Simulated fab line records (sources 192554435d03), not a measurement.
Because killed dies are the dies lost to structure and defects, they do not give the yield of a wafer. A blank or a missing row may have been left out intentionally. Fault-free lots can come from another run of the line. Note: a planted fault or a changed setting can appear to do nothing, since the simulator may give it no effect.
Matching of chambers	flow n5_finfet	N5_WELL_APT_DESCUM_30 on rie_diel-03: 4 sister chambers
The step chemistry O2, time 7.9 s. 8 wafers are shown with their chamber, then 6 later ones without.

== WAFERS WITH THEIR CHAMBER ==
wafer	chamber	drypump_motor_current_A (A)	showerhead_plenum_p_Torr (Torr)
L076.3	2	4.7	2.08
L084.4	0	5.2	1.96
L085.1	0	5.2	1.96
L085.5	1	5.4	2.07
L087.5	1	5.4	2.06
L087.6	3	6.5	2.02
L088.1	3	6.4	2.01
L088.2	2	4.7	2.07

== WAFERS WITHOUT THEIR CHAMBER ==
wafer	drypump_motor_current_A (A)	showerhead_plenum_p_Torr (Torr)
L088.5	5.2	1.96
L095.1	6.4	2.01
L095.5	6.4	2.01
L095.6	4.7	2.07
L097.3	6.5	2.01
L097.6	4.7	2.06

== WHICH CHAMBER EACH WENT THROUGH ==
wafer	from the rows above	in truth
L088.5	0	0
L095.1	3	3
L095.5	3	3
L095.6	2	2
L097.3	3	3
L097.6	2	2
Placed correctly: 6 of 6. Not placeable from these rows: 0. Wrongly placed: 0.
How it was worked out, from the rows above alone: a wafer's distance from a chamber is the root of the sum, over the readings, of the square of ((its reading less the chamber's mean) divided by the reading's scatter). The wafer belongs to the nearest chamber; if the next one is less than 2 further off, it can't be placed. A chamber's mean is the mean of its shown wafers. The scatter: the root of (the sum of the squares of (reading less its chamber's mean) over the shown wafers, divided by (wafers less chambers)).
